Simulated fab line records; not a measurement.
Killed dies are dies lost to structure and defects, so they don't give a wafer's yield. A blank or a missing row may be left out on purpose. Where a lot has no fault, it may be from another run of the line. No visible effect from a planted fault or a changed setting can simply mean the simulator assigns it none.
8D (eight disciplines) problem report, filled in by code	flow n5-finfet	the parts of the form that need people (team, actions taken, sign-off) are left out

1. PROBLEM STATEMENT
Mean of susceptor-temp-C at N5_SD_EPI_N_EPI_21: 681.77 C across 6 wafers in 2 lots; on wafers with no fault it is 680.04 C (standard deviation 0.29). Relative to the usual mean, that is a shift of +6.0 standard deviations.
The step: deposits Si:P, time 690 s.
Seen first at day 7 10:12 on epi-rpcvd-03, wafer L683.1. Wafers with a number at this step in the record: 30, from 10 lots. The rule behind "out" and "out of limits": a value lying over 4 standard deviations away from the usual mean. The rest of the wafers with a number are treated as sound.

2. WHAT IT IS; WHAT IT IS NOT
question	is	is not
which readings at this step	susceptor-temp-C	-
which lots	L683, L685	L669, L672, L674, L675, L676, L678, L682, L687
which wafers of those lots	all that have a number	-
read on which tools	epi-rpcvd-03	epi-rpcvd-01, epi-rpcvd-02
when	from day 7 10:12	up to then (21 sound wafers); but 3 sound wafers of L687 came after

3. WHAT RULES OUT EACH SUSPECT
Counting: a tool at a process step up to the reading stays a suspect if it ran every lot that is out and no sound lot after the first of them.
- epi-rpcvd-03 at N5_SD_EPI_N_VAPOR_ETCH_50 (etches Si in HCl, time 54 s): kept. It ran every lot that is out, first L683 (day 7 09:58), and no sound lot after that; its last sound lot up to then is L678 (day 6 08:05).
- epi-rpcvd-03 at N5_SD_EPI_N_EPI_21 (deposits Si:P, time 690 s): kept. It ran every lot that is out, first L683 (day 7 10:12), and no sound lot after that; its last sound lot up to then is L678 (day 6 08:19). Out on those wafers are its own readings of susceptor-temp-C.
The count leaves epi-rpcvd-03 at N5_SD_EPI_N_EPI_21 and epi-rpcvd-03 at N5_SD_EPI_N_VAPOR_ETCH_50.

4. THE CAUSE (what the simulator had put in)
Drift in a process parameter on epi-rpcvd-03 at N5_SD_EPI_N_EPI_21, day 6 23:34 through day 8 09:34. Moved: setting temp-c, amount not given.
2 suspects survive the count, and this tool is in that group.

5. THE CHAIN OF EFFECTS, in route order
One row per reading whose mean, taken over the struck wafers that have a number, lies over 3 standard deviations from the usual. Scope: only readings with a usual standard deviation given in the record; hours: median across lots of the time from each lot's start at the first step in this table that gives one to its start at this step; sigmas: change in usual standard deviations.
hours	step	reading	usual	on struck wafers	change	sigmas
0	N5_SD_EPI_N_EPI_21	susceptor-temp-C	680.04 C	681.77	+1.74	+6.0
0	N5_SD_EPI_N_EPI_21	susceptor_temp_C_max	681.8	683.5	+1.7	+4.1
It contains these process steps:
- N5_SD_EPI_N_EPI_21: deposits Si:P, time 690 s.
Later steps that measure or inspect, where all struck wafers having a row at the step show a number for every such reading and not one has moved that far: N5_BEOL_M4_RC_MEAS_101.

6. WHAT WOULD HAVE CAUGHT IT SOONER
The fault began at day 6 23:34; the first out-of-limits reading in this record came at day 7 10:12, 11 hours later.
